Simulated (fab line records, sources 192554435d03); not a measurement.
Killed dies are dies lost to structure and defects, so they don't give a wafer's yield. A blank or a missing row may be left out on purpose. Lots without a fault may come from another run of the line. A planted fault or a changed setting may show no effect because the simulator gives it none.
Split-lot experiment | flow n5_finfet | 7 lots, 39 wafers read, on a route of 1938 steps

THE SPLIT
At N5_BEOL_M6_TRENCH_ETCH_37 (etches SiCOH lowk in C4F6/O2, target depth 94.435 nm, time 31.5 s), the setting target_depth_a was moved away from the recipe's 944.35 angstrom on 15 of the 39 wafers read, by -55.0% to +48.5%. The other wafers ran this setting at the recipe's value.

FROM THE SPLIT TO THE READING: what the file shows between them, 8 steps
- N5_BEOL_M6_ETCH_41: etches SiCN in CH3F/O2, target depth 29.7 nm, time 52 s
- N5_BEOL_M6_STRIP_80: strips in N2/H2, time 10 s
- N5_BEOL_M6_OCD_MEAS_38
- N5_BEOL_M6_HM_STRIP_39: strips TiN in peroxide tin strip, target depth 25 nm, time 158 s
- N5_BEOL_M6_SRD_40: time 30 s
- N5_BEOL_M6_ECD_50: material Cu, target thk 300 nm
- N5_BEOL_M6_ANNEAL_51: time 90 s
- N5_BEOL_M6_CMP_52: polishes, stops on SiCOH lowk, t overpolish 6.9 s, target thk 80 nm

THE READING
M6_THK, in nm, at N5_BEOL_M6_THK_MEAS_53 (measures by xrf). Fault-free wafers of this fab line usually give 80.8 nm, standard deviation 1.5 nm.

wafer  | tool, chamber at the split | target_depth_a as run, angstrom | against the recipe | M6_THK, nm | against lot-mates on the recipe
L075.1 | rie_diel-06, 2             | 1091                            | +15.5%             | 94.9       | +14.9
L075.2 | rie_diel-06, 1             | 1091                            | +15.5%             | 96.0       | +16.0
L075.3 | rie_diel-06, 0             | 1091                            | +15.5%             | 94.7       | +14.7
L075.4 | rie_diel-06, 1             | 944.35                          | recipe             | 79.0       | -
L075.5 | rie_diel-06, 2             | 944.35                          | recipe             | 79.1       | -
L075.6 | rie_diel-06, 0             | 944.35                          | recipe             | 81.8       | -
L077.1 | rie_diel-05, 3             | 944.35                          | recipe             | 80.2       | -
L077.2 | rie_diel-05, 0             | 944.35                          | recipe             | 79.5       | -
L077.4 | rie_diel-05, 1             | 944.35                          | recipe             | 82.0       | -
L083.1 | rie_diel-05, 3             | 944.35                          | recipe             | 83.4       | -
L083.2 | rie_diel-05, 1             | 944.35                          | recipe             | 84.2       | -
L083.3 | rie_diel-05, 2             | 506                             | -46.4%             | 34.8       | -48.9
L083.4 | rie_diel-05, 0             | 506                             | -46.4%             | 37.5       | -46.2
L083.5 | rie_diel-05, 1             | 506                             | -46.4%             | 39.6       | -44.1
L083.6 | rie_diel-05, 0             | 944.35                          | recipe             | 83.4       | -
L086.1 | rie_diel-02, 2             | 944.35                          | recipe             | 79.0       | -
L086.2 | rie_diel-02, 1             | 944.35                          | recipe             | 78.8       | -
L086.3 | rie_diel-02, 3             | 1402                            | +48.5%             | 124.7      | +46.4
L086.4 | rie_diel-02, 0             | 1402                            | +48.5%             | 125.0      | +46.7
L086.5 | rie_diel-02, 0             | 944.35                          | recipe             | 77.2       | -
L086.6 | rie_diel-02, 3             | 1402                            | +48.5%             | 124.6      | +46.3
L090.1 | rie_diel-02, 2             | 944.35                          | recipe             | 79.0       | -
L090.2 | rie_diel-02, 3             | 944.35                          | recipe             | 78.4       | -
L090.3 | rie_diel-02, 1             | 944.35                          | recipe             | 80.5       | -
L090.4 | rie_diel-02, 0             | 944.35                          | recipe             | 80.0       | -
L090.5 | rie_diel-02, 3             | 944.35                          | recipe             | 79.2       | -
L090.6 | rie_diel-02, 2             | 944.35                          | recipe             | 80.6       | -
L092.1 | rie_diel-02, 2             | 425                             | -55.0%             | 27.9       | -52.1
L092.2 | rie_diel-02, 1             | 944.35                          | recipe             | 80.3       | -
L092.3 | rie_diel-02, 0             | 944.35                          | recipe             | 79.9       | -
L092.4 | rie_diel-02, 3             | 425                             | -55.0%             | 27.9       | -52.1
L092.5 | rie_diel-02, 1             | 944.35                          | recipe             | 79.9       | -
L092.6 | rie_diel-02, 2             | 425                             | -55.0%             | 29.1       | -50.9
L095.1 | rie_diel-02, 3,2           | 549.4                           | -41.8%             | 39.7       | -40.4
L095.2 | rie_diel-02, 3,2           | 549.4                           | -41.8%             | 41.1       | -39.0
L095.3 | rie_diel-02, 1             | 944.35                          | recipe             | 79.8       | -
L095.4 | rie_diel-02, 0             | 549.4                           | -41.8%             | 40.3       | -39.8
L095.5 | rie_diel-02, 2             | 944.35                          | recipe             | 79.8       | -
L095.6 | rie_diel-02, 3             | 944.35                          | recipe             | 80.7       | -
Where a row lists several chambers, the file gives one row for several wafers and doesn't say which wafer went through which chamber.

THE FIT
A straight line over all 39 wafers: M6_THK changes by +0.935 nm for each +1% of target_depth_a; r = +1.00; the points scatter about the line by 1.5 nm.
The same after taking each lot's own level away (the mean of its wafers on the recipe; 39 wafers): +0.961 nm for each +1%; r = +1.00; scatter 1.1 nm.
On that fit, the largest move of target_depth_a shifts the reading by 53 nm.
The lots' own levels span 78.33 to 83.67 nm, that is 3.6 times the standard deviation above.
So the lot-to-lot level changes the slope little: the two slopes agree.
Check: with one of the wafers moved furthest among these (-55.0%) left out of the fit, the line predicts -52.9 nm for it against its lot-mates. It came out at -52.1 nm against them.

THE WHOLE CHAIN: every reading that the file lists as answering this split, in the file's order
step                      | what it does                                                        | reading                                                                          | change (the file's fit)                                                              | r (the file's)
N5_BEOL_M6_TRENCH_ETCH_37 | etches SiCOH lowk in C4F6/O2, target depth 94.435 nm, time 31.5 s   | BEOL_M6.feature_depth_nm (the simulator's own value, which no gauge read)        | +0.953 nm for each +1% of the setting                                                | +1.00
N5_BEOL_M6_TRENCH_ETCH_37 | etches SiCOH lowk in C4F6/O2, target depth 94.435 nm, time 31.5 s   | etch.depth_nm (the simulator's own value, which no gauge read)                   | +0.953 nm for each +1% of the setting                                                | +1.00
N5_BEOL_M6_TRENCH_ETCH_37 | etches SiCOH lowk in C4F6/O2, target depth 94.435 nm, time 31.5 s   | TiN_of_BEOL_M6_HM_DEP_02.thk_nm (the simulator's own value, which no gauge read) | -0.0271 nm for each +1% of the setting                                               | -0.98
N5_BEOL_M6_OCD_MEAS_38    |                                                                     | trench_depth_nm                                                                  | +0.956 nm for each +1% of the setting                                                | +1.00
N5_BEOL_M6_CMP_52         | polishes, stops on SiCOH lowk, t overpolish 6.9 s, target thk 80 nm | Cu_of_BEOL_M6_ECD_50.thk_nm (the simulator's own value, which no gauge read)     | +0.963 nm for each +1% of the setting                                                | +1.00
N5_BEOL_M6_THK_MEAS_53    | measures by xrf                                                     | M6_THK                                                                           | +0.961 for each +1% of the setting                                                   | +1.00
N5_BEOL_M6_RS_MEAS_57     | measures by four-point-probe                                        | M6_RS                                                                            | not straight: 1.058 at the lowest setting, 0.287 at the recipe, 0.171 at the highest | not given

THE FILE'S OWN FIT
M6_THK changes by +0.961 nm for each +1% of target_depth_a, r = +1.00.
